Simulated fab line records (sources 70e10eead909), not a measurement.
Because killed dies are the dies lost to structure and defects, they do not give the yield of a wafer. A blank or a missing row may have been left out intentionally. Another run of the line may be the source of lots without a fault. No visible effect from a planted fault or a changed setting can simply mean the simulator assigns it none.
Matching of chambers | flow nand harc | NHARC_A_STAIRCASE_ETCHBACK_157 on rie diel-13 has 4 sister chambers
The step etches the open film in CH3F/O2, target depth 90 nm, time 167.14 s. 7 wafers are shown with their chamber, then 7 later ones without.

== WAFERS, EACH WITH ITS CHAMBER ==
wafer  | chamber | showerhead plenum p Torr (Torr) | drypump motor current A (A)
L969.5 | 2       | 2.66                            | 6.5
L973.3 | 1       | 2.33                            | 5.3
L972.2 | 1       | 2.33                            | 5.3
L972.4 | 0       | 2.48                            | 5.7
L972.6 | 3       | 2.28                            | 5.4
L978.1 | 0       | 2.48                            | 5.6
L978.4 | 3       | 2.27                            | 5.4

== WAFERS WITH NO CHAMBER GIVEN ==
wafer  | showerhead plenum p Torr (Torr) | drypump motor current A (A)
L978.6 | 2.27                            | 5.4
L983.1 | 2.64                            | 6.5
L983.3 | 2.27                            | 5.4
L983.4 | 2.32                            | 5.3
L985.1 | 2.27                            | 5.4
L985.2 | 2.47                            | 5.6
L985.3 | 2.31                            | 5.3

== THE CHAMBER EACH PASSED THROUGH ==
wafer  | from the rows above | in truth
L978.6 | 3                   | 3
L983.1 | 2                   | 2
L983.3 | 3                   | 3
L983.4 | 1                   | 1
L985.1 | 3                   | 3
L985.2 | 0                   | 0
L985.3 | 1                   | 1
Correct placement for 7 of the 7. From these rows, 0 cannot be placed. Placed wrongly: 0.
How it was worked out, from the rows above alone: a wafer's distance from a chamber is the root of the sum, over the readings, of the square of ((its reading less the chamber's mean) divided by the reading's scatter). If the next closest chamber is less than 2 further off than the closest, the wafer can't be placed; otherwise it belongs to the closest. The mean given for a chamber averages the wafers shown for that chamber. The scatter: take each reading less its chamber's mean, square it, sum over the shown wafers, divide by the number of wafers less the number of chambers, and take the root.
